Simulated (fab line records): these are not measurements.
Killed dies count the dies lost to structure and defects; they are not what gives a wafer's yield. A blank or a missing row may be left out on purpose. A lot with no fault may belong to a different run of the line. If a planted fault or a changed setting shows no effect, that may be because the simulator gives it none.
Matching of chambers :: flow n5_finfet :: N5_SDB_ALD_29 on ald_sin-02: 4 sister chambers
The step deposits SiNx, target thk 30 nm, pulse time 1 s, ald cycles 600. 4 wafers are shown with their chamber, then 8 later ones without.

== WAFERS PAIRED WITH THEIR CHAMBERS ==
wafer: L087.6
chamber: 0
heater_power_w (W): 811

wafer: L088.2
chamber: 2
heater_power_w (W): 655

wafer: L088.3
chamber: 3
heater_power_w (W): 786

wafer: L091.2
chamber: 1
heater_power_w (W): 925

== WAFERS MISSING THEIR CHAMBER ==
wafer: L091.4
heater_power_w (W): 635

wafer: L091.6
heater_power_w (W): 806

wafer: L095.1
heater_power_w (W): 766

wafer: L095.5
heater_power_w (W): 843

wafer: L095.6
heater_power_w (W): 814

wafer: L096.1
heater_power_w (W): 858

wafer: L096.2
heater_power_w (W): 771

wafer: L096.3
heater_power_w (W): 851

== THE CHAMBER EACH PASSED THROUGH ==
wafer: L091.4
from the rows above: 2
in truth: 2

wafer: L091.6
from the rows above: can't be placed: 0 or 3
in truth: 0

wafer: L095.1
from the rows above: can't be placed: 3 or 0
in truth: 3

wafer: L095.5
from the rows above: can't be placed: 0 or 3 or 1
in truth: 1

wafer: L095.6
from the rows above: can't be placed: 0 or 3
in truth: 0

wafer: L096.1
from the rows above: can't be placed: 0 or 1 or 3
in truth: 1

wafer: L096.2
from the rows above: can't be placed: 3 or 0
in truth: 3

wafer: L096.3
from the rows above: can't be placed: 0 or 3 or 1
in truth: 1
Correctly placed: 1 of 8. Cannot be placed on the basis of these rows: 7; the candidates contain the true chamber in 7. Wrongly placed: 0.
How it was worked out, from the rows above alone: a wafer's distance from a chamber is the root of the sum, over the readings, of the square of ((its reading less the chamber's mean) divided by the reading's scatter). The wafer belongs to the nearest chamber; if the next one is less than 2 further off, it can't be placed. The mean given for a chamber averages the wafers shown for that chamber. The scatter: root of mean squared gap, hidden wafer to nearest shown wafer, with one shown wafer a chamber.
